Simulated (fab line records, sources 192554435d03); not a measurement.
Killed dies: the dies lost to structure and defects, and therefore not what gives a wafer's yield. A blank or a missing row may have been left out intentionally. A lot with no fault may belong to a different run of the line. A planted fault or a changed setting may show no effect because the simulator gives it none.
Which tool was responsible? -- flow n5 finfet -- 9 lots, 27 wafers sampled, at 6 steps of a route of 1938

WHAT THE GAUGES READ, wafer by wafer
N5_SDB_OVL_MEAS_12.
lot,measured,on,SDB_OVL (nm)
L431,day 5 23:35,overlay-01,0.4 0.9 -0.6
L433,day 6 04:21,overlay-01,0.6 -0.4 -0.4
L436,day 7 02:07,overlay-02,0.1 -0.1 0.1
L437,day 7 06:42,overlay-01,0.5 1.2 1.0
L439,day 7 15:14,overlay-01,0.9 0.7 0.6
L440,day 7 20:14,overlay-02,-0.4 -0.6 1.1
L441,day 7 23:54,overlay-01,-1.2 -0.5 -1.7
L444,day 8 19:51,overlay-02,0.2 -0.4 -0.5
L447,day 9 15:20,overlay-02,-0.9 0.1 -0.4

N5_SDB_INSPECT_13: inspects for defects (brightfield).
lot,measured,on,raw defect count
L431,day 5 23:36,defect inspect-02,84 80 50
L433,day 6 04:22,defect inspect-01,40 37 48
L436,day 7 02:08,defect inspect-02,81 85 136
L437,day 7 06:43,defect inspect-01,46 53 73
L439,day 7 15:16,defect inspect-01,94 152 176
L440,day 7 20:16,defect inspect-01,45 47 49
L441,day 7 23:55,defect inspect-02,81 80 157
L444,day 8 19:52,defect inspect-02,46 58 48
L447,day 9 15:21,defect inspect-01,62 68 92

N5_DUMMY_REMOVAL_INSPECT_06: inspects for defects (brightfield).
lot,measured,on,raw defect count
L431,day 6 04:01,defect inspect-02,9 9 10
L433,day 6 08:32,defect inspect-02,20 6 18
L436,day 7 06:28,defect inspect-02,11 12 9
L437,day 7 11:42,defect inspect-01,21 18 15
L439,day 7 20:40,defect inspect-01,127 141 141
L440,day 8 00:50,defect inspect-02,146 132 149
L441,day 8 04:13,defect inspect-01,124 163 121
L444,day 9 02:35,defect inspect-01,15 4 20
L447,day 9 19:33,defect inspect-02,5 9 23

N5_BEOL_M4_RC_MEAS_101.
lot,measured,on,DIBL_N (mV/V),DIBL_P (mV/V),IOFF_N (nA/um),IOFF_P (nA/um),ION_N (uA/um),ION_P (uA/um),SS_N (mV/dec),SS_P (mV/dec),VT_N (mV),VT_P (mV)
L431,day 10 10:59,prober-01,35.8 36.6 36.7,35.1 34.8 35.7,0.16 0.16 0.16,0.19 0.19 0.20,697 688 690,474 464 471,71.5 71.2 71.1,72.5 73.1 72.8,246 247 247,-249 -251 -250
L433,day 10 14:34,prober-01,34.5 36.8 36.8,34.6 37.8 36.9,0.13 0.15 0.16,0.17 0.20 0.19,684 669 668,464 453 457,71.4 71.6 71.8,72.2 73.7 73.4,252 251 249,-252 -255 -253
L436,day 11 18:20,prober-02,33.6 35.7 34.1,33.6 36.7 34.6,0.15 0.18 0.16,0.20 0.24 0.22,688 682 700,480 469 479,70.6 71.7 71.4,72.4 72.5 72.1,246 248 246,-248 -248 -250
L437,day 11 12:50,prober-01,35.2 35.3 33.4,34.9 34.9 32.1,0.15 0.14 0.12,0.21 0.21 0.17,683 679 674,467 469 462,71.2 71.3 71.4,73.5 73.1 72.2,248 249 254,-248 -249 -250
L444,day 13 15:20,prober-01,35.9 39.2 35.8,34.1 39.1 33.8,0.13 0.20 0.13,0.15 0.22 0.14,656 709 668,449 469 445,71.6 72.2 71.5,72.8 74.6 73.2,255 245 254,-254 -253 -261
L447,day 14 14:02,prober-02,38.0 36.1 36.0,40.0 37.1 36.9,0.22 0.18 0.17,0.26 0.23 0.21,710 701 689,477 476 467,72.6 71.7 71.4,73.7 73.3 73.6,242 247 246,-247 -250 -250

EACH LOT AND THE TOOL THAT RAN IT (in order: tool; ch and the chambers of the sampled wafers; start)
lot,N5_SDB_HM_OPEN_20,N5_DUMMY_REMOVAL_STRIP_10
L431,"rie diel-03 ch 0,1,3, day 5 23:52","rie diel-06 ch 0,3, day 6 03:52"
L433,"rie diel-05 ch 1,2, day 6 04:41","rie diel-02 ch 1,2,3, day 6 08:23"
L436,"rie diel-03 ch 1,3, day 7 02:30","rie diel-04 ch 1,2, day 7 06:18"
L437,"rie diel-01 ch 0,1,3, day 7 06:59","rie diel-06 ch 0,2, day 7 11:32"
L439,"rie diel-03 ch 0,1, day 7 15:54","rie diel-06 ch 0,1, day 7 20:30"
L440,"rie diel-03 ch 0,3, day 7 20:32","rie diel-02 ch 0,1,2, day 8 00:41"
L441,"rie diel-01 ch 1,2, day 8 00:11","rie diel-02 ch 0,3, day 8 04:03"
L444,"rie diel-01 ch 0,1,3, day 8 21:35","rie diel-02 ch 0,1,2, day 9 02:27"
L447,"rie diel-03 ch 0,3, day 9 15:37","rie diel-04 ch 0,1,3, day 9 19:23"
- N5_SDB_HM_OPEN_20: chemistry CH3F/O2, target SiNx, stops on poly-Si, target depth 24 nm.
- N5_DUMMY_REMOVAL_STRIP_10: strips in N2/H2, time 40 s.

WHAT THE TOOLS THEMSELVES READ (means of the sampled wafers that have a number; where no wafer has one, the mark that the record gives instead)
N5_SDB_HM_OPEN_20.
lot,tool,drypump motor current A (A),oes product au (a.u.),rf vpp V (V),showerhead plenum p Torr (Torr),throttle valve pct (%)
L431,rie diel-03,5.5,0.62,298,2.01,16.49
L433,rie diel-05,5.9,0.77,298,1.99,16.35
L436,rie diel-03,5.5,0.62,297,1.96,16.48
L437,rie diel-01,5.7,0.61,296,2.00,16.40
L439,rie diel-03,5.5,0.58,303,2.01,16.67
L440,rie diel-03,5.6,0.64,296,2.05,16.40
L441,rie diel-01,6.0,0.71,303,2.09,16.24
L444,rie diel-01,5.7,0.69,298,2.08,16.26
L447,rie diel-03,5.6,0.64,295,2.04,16.43

N5_DUMMY_REMOVAL_STRIP_10.
lot,tool,bias power w (W),chamber pressure mTorr (mTorr),drypump motor current A (A),oes product au (a.u.),rf vpp V (V),showerhead plenum p Torr (Torr),throttle valve pct (%)
L431,rie diel-06,3.001,100.04,5.3,0.80,44.9,3.27,12.45
L433,rie diel-02,2.996,99.89,5.6,0.77,44.9,3.29,12.13
L436,rie diel-04,3.010,100.08,6.2,0.73,45.8,3.47,12.46
L437,rie diel-06,2.997,100.00,5.0,0.73,44.3,3.41,12.37
L439,rie diel-06,-,-,-,-,-,-,-
L440,rie diel-02,-,-,-,-,-,-,-
L441,rie diel-02,-,-,-,-,-,-,-
L444,rie diel-02,3.000,100.04,5.9,0.75,46.2,3.32,12.19
L447,rie diel-04,2.995,100.06,5.8,0.81,46.0,3.41,12.17

THE ANSWER, worked out from the rows above alone
Rule: what is usual is taken from the lots themselves. The widest of any qualifying gaps counts: lots, ordered by their means at a reading, are off when they make up no more than a third of the lots, leave a main group of 4 or more, and stand apart from it by 3 or more times the standard deviation of that group's means. Not used: any main group whose means are identical at the precision the tables above print for the reading. Also off: a lot with no number at a reading for which 4 or more lots have one. Where the step has rows for the other lots, those lots are counted as sound. Order of review: gauges by route order, followed by the tools' own readings, for which a lot's mean as printed above is used. At the first step where some lot is off, the reading lying furthest off is the one used; lots without a number count as furthest.
Off at N5_DUMMY_REMOVAL_INSPECT_06 (raw defect count): L439, L440, L441. The main group: mean 13, standard deviation 2.8.
If a tool, at a process step before that reading, ran all the lots that are off and no sound lot after the first of them, it fits. The gauges at N5_DUMMY_REMOVAL_INSPECT_06 aren't tried: what is off there is off at N5_DUMMY_REMOVAL_STRIP_10 too, on other tools, and a gauge's error can't cause that. No candidate that was tried fits.

WHAT THE SIMULATOR HAD INSERTED
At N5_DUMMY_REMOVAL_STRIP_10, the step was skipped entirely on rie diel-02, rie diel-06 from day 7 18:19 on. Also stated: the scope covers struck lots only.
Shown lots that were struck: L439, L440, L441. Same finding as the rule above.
